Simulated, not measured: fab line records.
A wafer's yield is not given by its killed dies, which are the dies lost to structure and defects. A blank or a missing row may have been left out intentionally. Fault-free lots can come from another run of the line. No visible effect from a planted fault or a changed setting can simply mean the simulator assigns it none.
8D (eight disciplines) problem report, filled in by code | flow nandHarc | the parts of the form that need people (team, actions taken, sign-off) are left out

## 1. THE ISSUE
Wafers without a fault read 3.3, standard deviation 2; killedAtPeriphery at NHARC_END_SORT_01 reads a mean of 25.0 on 5 wafers belonging to 3 lots. That is +11 standard deviations from the usual mean.
First seen on wafer L710.4, day 22 14:23, on prober-01. At this step, 9 wafers from 3 lots have a number in the record. Rule for "out", or "out of limits": more than 4 standard deviations from the usual mean. The rest of the wafers with a number are treated as sound.

## 2. WHAT IT IS, WHAT IT ISN'T
question                    | is                                     | is not
which readings at this step | killedAtPeriphery                      | killedAtArray, killedAtOther, killedOpen, killedShort
which lots                  | L709, L710, L712                       | -
which wafers of those lots  | L709.6, L710.4, L710.5, L712.1, L712.6 | L709.2, L709.5, L710.1, L712.2
read on which gauges        | prober-01, prober-02                   | -
when                        | from day 22 14:23                      | up to then (1 sound wafer); but 3 sound wafers of L709, L712 came after

## 3. SUSPECTS, AND WHAT RULES EACH OUT
Counting: any tool at a process step up to the reading remains a suspect provided it ran every lot that is out. Sound lots after the first of them don't rule it out here, since some wafers of a struck lot are sound.
- the gauge at NHARC_END_SORT_01: ruled out. The wafers that are out were read on 2 gauges (prober-01, prober-02).
- cvdW-01 at NHARC_P_CONTACT_CVD_23 (deposits W, target thk 200 nm, time 557 s): kept. It ran every lot that is out, first L710 (day 9 11:17).
- Within cvdW-01 at NHARC_P_CONTACT_CVD_23: the wafers that are out ran in chamber 0; their sound lot-mates ran in chamber 1.
Remaining after the count: cvdW-01 at NHARC_P_CONTACT_CVD_23.

## 4. THE CAUSE (what the simulator had put in)
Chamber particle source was cvdW-01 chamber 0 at NHARC_P_CONTACT_CVD_23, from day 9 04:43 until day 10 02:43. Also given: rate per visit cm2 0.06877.
After counting, this tool was the only one left.

## 5. THE EFFECT CHAIN, in route order
Each row: a reading where the mean over the struck wafers with a number is more than 3 standard deviations away from the usual. Scope: only readings with a usual standard deviation given in the record; hours: median across lots of the time from each lot's start at the first step in this table that gives one to its start at this step; sigmas: change in usual standard deviations.
hours | step              | reading           | usual | on struck wafers | change | sigmas
0     | NHARC_END_SORT_01 | killedAtPeriphery | 3.3   | 25.0             | +21.7  | +11

## 6. WHAT WOULD HAVE CAUGHT IT SOONER
In this record the first reading out of limits at a measuring or inspecting step was taken at day 22 14:23, 322 hours after the fault began at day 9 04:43.
Tool readings at NHARC_P_CONTACT_CVD_23 with a usual standard deviation given in the record: none out on any struck wafer, hence no alarm at a limit of 4 standard deviations on them.
Each of the lots that are out, 3 in all, had begun NHARC_P_CONTACT_CVD_23 on cvdW-01 no later than day 22 14:23. Had the tool been put on hold then, not one of them would have been saved.
